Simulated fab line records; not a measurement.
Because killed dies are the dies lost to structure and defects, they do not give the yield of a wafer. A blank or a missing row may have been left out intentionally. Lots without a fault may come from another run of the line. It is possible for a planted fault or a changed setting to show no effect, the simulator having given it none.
Matching of chambers + flow nand harc + NHARC_A_M0_STRIP_18 on rie diel-12: 4 sister chambers
The step strips in N2/H2. 22 wafers are shown with their chamber, then 11 later ones without.

## WAFERS, EACH WITH ITS CHAMBER
| wafer  | chamber | showerhead plenum p Torr (Torr) | drypump motor current A (A) | throttle valve pct (%) |
|--------|---------|---------------------------------|-----------------------------|------------------------|
| L074.2 | 3       | 2.18                            | 6.1                         | 14.169                 |
| L074.4 | 2       | 2.11                            | 5.8                         | 14.185                 |
| L074.5 | 2       | 2.11                            | 5.9                         | 14.163                 |
| L079.4 | 0       | 1.90                            | 4.8                         | 14.187                 |
| L079.5 | 0       | 1.91                            | 4.8                         | 14.174                 |
| L079.6 | 1       | 2.07                            | 5.4                         | 14.184                 |
| L077.1 | 1       | 2.07                            | 5.4                         | 14.154                 |
| L077.4 | 2       | 2.11                            | 5.8                         | 14.159                 |
| L077.6 | 3       | 2.18                            | 6.1                         | 14.184                 |
| L078.1 | 2       | 2.11                            | 5.8                         | 14.167                 |
| L078.3 | 1       | 2.07                            | 5.4                         | 14.169                 |
| L078.5 | 1       | 2.07                            | 5.4                         | 14.169                 |
| L080.2 | 2       | 2.11                            | 5.9                         | 14.154                 |
| L080.4 | 1       | 2.07                            | 5.4                         | 14.165                 |
| L080.5 | 1       | 2.07                            | 5.4                         | 14.180                 |
| L081.2 | 3       | 2.18                            | 6.1                         | 14.178                 |
| L081.4 | 1       | 2.07                            | 5.4                         | 14.176                 |
| L081.5 | 1       | 2.07                            | 5.4                         | 14.175                 |
| L082.1 | 1       | 2.07                            | 5.4                         | 14.169                 |
| L082.3 | 0       | 1.90                            | 4.8                         | 14.176                 |
| L082.4 | 3       | 2.18                            | 6.1                         | 14.177                 |
| L086.3 | 0       | 1.90                            | 4.8                         | 14.181                 |

SIGNATURES (means of the wafers above)
| reading                  | chamber 0 | chamber 1 | chamber 2 | chamber 3 | scatter within a chamber |
|--------------------------|-----------|-----------|-----------|-----------|--------------------------|
| showerhead plenum p Torr | 1.9025    | 2.0700    | 2.1100    | 2.1800    | 0.00204                  |
| drypump motor current A  | 4.800     | 5.400     | 5.840     | 6.100     | 0.0258                   |
| throttle valve pct       | 14.17950  | 14.17122  | 14.16560  | 14.17700  | 0.00884                  |
Rule: a wafer's distance from a chamber is the root of the sum, over the readings, of the square of ((its reading less the chamber's mean) divided by the reading's scatter). If the next closest chamber is less than 2 further off than the closest, the wafer can't be placed; otherwise it belongs to the closest. The scatter: the root of (the sum of the squares of (reading less its chamber's mean) over the shown wafers, divided by (wafers less chambers)).

## WAFERS WITH NO CHAMBER GIVEN
| wafer  | showerhead plenum p Torr (Torr) | drypump motor current A (A) | throttle valve pct (%) |
|--------|---------------------------------|-----------------------------|------------------------|
| L086.5 | 2.11                            | 5.9                         | 14.159                 |
| L086.6 | 2.07                            | 5.4                         | 14.183                 |
| L083.2 | 2.11                            | 5.9                         | 14.190                 |
| L083.3 | 2.18                            | 6.1                         | 14.160                 |
| L083.4 | 2.07                            | 5.4                         | 14.169                 |
| L089.3 | 2.07                            | 5.4                         | 14.165                 |
| L089.4 | 2.18                            | 6.1                         | 14.175                 |
| L089.6 | 2.11                            | 5.8                         | 14.149                 |
| L096.2 | 2.18                            | 6.1                         | 14.162                 |
| L096.4 | 1.90                            | 4.8                         | 14.166                 |
| L096.5 | 2.06                            | 5.4                         | 14.166                 |

## CHAMBER TAKEN BY EACH
| wafer  | from the rows above | in truth |
|--------|---------------------|----------|
| L086.5 | 2                   | 2        |
| L086.6 | 1                   | 1        |
| L083.2 | 2                   | 2        |
| L083.3 | 3                   | 3        |
| L083.4 | 1                   | 1        |
| L089.3 | 1                   | 1        |
| L089.4 | 3                   | 3        |
| L089.6 | 2                   | 2        |
| L096.2 | 3                   | 3        |
| L096.4 | 0                   | 0        |
| L096.5 | 1                   | 1        |
Placed correctly: 11 of 11. From these rows, 0 cannot be placed. 0 placed wrongly.
